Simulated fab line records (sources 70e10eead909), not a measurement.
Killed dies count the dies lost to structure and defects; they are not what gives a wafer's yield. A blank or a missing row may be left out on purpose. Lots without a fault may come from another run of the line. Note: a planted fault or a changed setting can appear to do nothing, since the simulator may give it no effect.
Problem report in the 8D (eight disciplines) form, filled by code || flow nandHarc || the parts of the form that need people (team, actions taken, sign-off) are left out

1. THE PROBLEM
Wafers without a fault read 1002 nm, standard deviation 11; thkNm at NHARC_A_ONON_D1_THK_MEAS_18 reads a mean of 1534 nm on 6 wafers belonging to 2 lots. That is +48 standard deviations from the usual mean.
The step: measures by ellipsometry.
Seen first at day 15 06:03 on filmMetro-01, wafer L732.1. The record has a number at this step for 36 wafers belonging to 12 lots. Rule for "out" (also "out of limits"): further than 4 standard deviations from the usual mean. The rest of the wafers with a number are treated as sound.

2. WHAT IT IS, WHAT IT ISN'T
{"question": "which readings at this step", "is": "thkNm", "is not": "-"}
{"question": "which lots", "is": "L732, L733", "is not": "L715, L716, L717, L718, L719, L720, L722, L723, L735, L738"}
{"question": "which wafers of those lots", "is": "all that have a number", "is not": "-"}
{"question": "read on which gauges", "is": "filmMetro-01, filmMetro-02", "is not": "-"}
{"question": "when", "is": "from day 15 06:03", "is not": "up to then (24 sound wafers); but 6 sound wafers of L735, L738 came after"}

3. SUSPECTS, AND WHAT RULES EACH OUT
Counting: a tool stays on the suspect list if, at a process step up to the reading, it processed all lots that are out and no sound lot following the first of them.
- the gauge at NHARC_A_ONON_D1_THK_MEAS_18 has been ruled out. Those wafers that are out were read across 2 gauges (filmMetro-01, filmMetro-02).
- rieDiel-09 at NHARC_A_ZERO_WELL_ETCH_19 (etches the open film in N2/H2, target depth 80 nm, overetch 24 nm, time 87.88 s): ruled out as a lasting fault. The sound lots L738 went through it after L732, its earliest lot that is out (day 13 19:41).
- pecvdOnon-01 at NHARC_A_ONON_D1_DEP_16 (target thk 1000 nm): kept. All lots that are out passed through it, beginning with L732 at day 15 05:32, and no sound lot followed; its final sound lot before that point was L723 at day 11 16:21.
Remaining after the count: pecvdOnon-01 at NHARC_A_ONON_D1_DEP_16.

4. THE CAUSE (what the simulator had put in)
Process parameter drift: pecvdOnon-01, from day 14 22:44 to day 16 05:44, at NHARC_A_ONON_D1_DEP_16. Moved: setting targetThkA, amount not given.
This tool alone remained once counting was done.

5. SEQUENCE OF EFFECTS, ordered by route
Each row: a reading where the mean over the struck wafers with a number is more than 3 standard deviations away from the usual. Only readings for which the record gives a usual standard deviation are gone through. hours: the time from each lot's start at the first step in this table that gives one to its start at this step, as a median over the lots. sigmas: the change in usual standard deviations.
{"hours": 0, "step": "NHARC_A_ONON_D1_THK_MEAS_18", "reading": "thkNm", "usual": "1002 nm", "on struck wafers": 1534, "change": "+532", "sigmas": "+48"}
{"hours": 408, "step": "NHARC_END_SORT_01", "reading": "killedAtArray", "usual": 46, "on struck wafers": 670, "change": "+624", "sigmas": "+39"}
{"hours": 408, "step": "NHARC_END_SORT_01", "reading": "killedDies", "usual": 51, "on struck wafers": 677, "change": "+626", "sigmas": "+37"}

6. HOW IT WOULD HAVE BEEN CAUGHT EARLIER
Counted from the fault's start at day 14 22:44, it took 7 hours until the first out-of-limits reading at a measuring or inspecting step in this record, taken at day 15 06:03.
L733, from the lots that are out (2), started NHARC_A_ONON_D1_DEP_16 on pecvdOnon-01 later than day 15 06:03. A tool hold placed at that time would have kept it from harm.
